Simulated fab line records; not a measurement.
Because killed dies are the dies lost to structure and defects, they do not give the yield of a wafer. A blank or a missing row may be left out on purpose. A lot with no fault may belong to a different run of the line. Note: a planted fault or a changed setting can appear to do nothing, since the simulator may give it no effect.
A struck lot beside a sound one | flow n5 finfet | 18 steps out of a route of 1938
Sound: wafers L849.1, L849.5, L849.6. Struck: wafers L857.1, L857.4, L857.5. Last of all comes the cause.
Each step with rows lists, per side, the tool, then ch with its chambers, then its first start. Under that, the readings that differ: sound wafers | struck wafers | difference of the means | sigmas: that difference in standard deviations of wafers without a fault.
alike: a reading whose means differ by less than 2 such deviations, as well as words and numbers matching on both sides. not compared: withheld readings; readings where some wafer has no value; bounds like >300 that might hide an equal value; numbers whose values overlap and for which the record gives no deviation.
Wherever a step has rows on one side only, a row that says differs or no value, or a row with sigmas, the two part there. Non-overlapping numbers with no deviation appear without sigmas and do not part them. Lack of a reading on every wafer of one side parts them only where that side has two or more wafers.

N5_PASSIVATION_AL_ETCH_33: etches Al in Cl2/BCl3, stops on TaN, target depth 2800 nm, time 466.7 s.
  sound on rie metal-02 ch 0,1, day 12 02:52; struck on rie metal-03 ch 0, day 14 23:29
  reading                     | sound          | struck         | difference | sigmas
  drypump motor current A (A) | 5.49 5.50 5.79 | 6.24 6.25 6.26 | +0.66      | +3
  alike: bias w, oes product au, throttle valve pct
  not compared: rf hours counter h
N5_PASSIVATION_ETCH_59: etches TaN in Cl2/BCl3, target depth 65 nm, time 34.9 s.
  sound on rie metal-02 ch 0,1, day 12 03:16; struck on rie metal-03 ch 0, day 14 23:53
  reading                     | sound          | struck         | difference | sigmas
  drypump motor current A (A) | 5.49 5.48 5.81 | 6.26 6.27 6.23 | +0.66      | +3
  alike: bias w, oes product au, throttle valve pct
  not compared: rf hours counter h
N5_PASSIVATION_STRIP_34: strips in O2.
  sound on rie diel-05 ch 2,3, day 12 03:23; struck on rie diel-02 ch 0,3, day 15 00:07
  alike: drypump motor current A, o2 flow sccm, oes product au, rf vpp V, showerhead plenum p Torr, throttle valve pct
  not compared: rf hours counter h
then, 4 steps without rows for these wafers: N5_PASSIVATION_STRIP_51 (strips in post etch residue remover, time 1200 s); N5_PASSIVATION_CLEAN_69 (cleans in IPA, time 180 s); N5_PASSIVATION_SRD_70 (time 30 s); N5_PASSIVATION_PECVD_53 (deposits SiO2 from TEOS/O2, target thk 800 nm, time 169.4 s).
N5_PASSIVATION_PECVD_35: deposits SiNx from SiH4/NH3/N2, target thk 700 nm, time 151.3 s.
  sound on pecvd-01 ch 0,1, day 12 04:00; struck on pecvd-04 ch 1,2, day 15 00:44
  alike: heater power w, showerhead plenum p Torr, throttle valve pct
then, 4 steps without rows for these wafers: N5_PASSIVATION_HMDS_37 (time 60 s); N5_PASSIVATION_COAT_38; N5_PASSIVATION_EBR_40; N5_PASSIVATION_SOFTBAKE_39 (time 120 s).
N5_PASSIVATION_EXPOSE_41: exposes mask PASS OPEN, defocus 0 nm, target cd 40000 nm.
  sound on krf scanner-02 ch 0, day 12 04:23; struck on krf scanner-01 ch 0, day 15 00:59
  alike: mask
then, 3 steps without rows for these wafers: N5_PASSIVATION_PEB_42; N5_PASSIVATION_DEVELOP_43 (develop time 60 s); N5_PASSIVATION_HARDBAKE_45 (time 120 s).
N5_PASSIVATION_CD_MEAS_44 targets a cd of 40000 nm.
  sound on cd sem-02 ch 0, day 12 04:34; struck on cd sem-02 ch 0, day 15 01:10
  reading    | sound             | struck            | difference | sigmas
  cd nm (nm) | 40004 39996 39999 | 40040 40034 40022 | +32        | +8
N5_PASSIVATION_OVL_MEAS_66:
  sound on overlay-01 ch 0, day 12 04:36; struck on overlay-01 ch 0, day 15 01:12
  alike: PASS_OPEN_OVL

== WHERE THEY PART ==
First at N5_PASSIVATION_AL_ETCH_33; last, within this record, at N5_PASSIVATION_CD_MEAS_44. Later steps at which nothing parts them and some readings are alike: N5_PASSIVATION_OVL_MEAS_66.

WHY: what the simulator had put in
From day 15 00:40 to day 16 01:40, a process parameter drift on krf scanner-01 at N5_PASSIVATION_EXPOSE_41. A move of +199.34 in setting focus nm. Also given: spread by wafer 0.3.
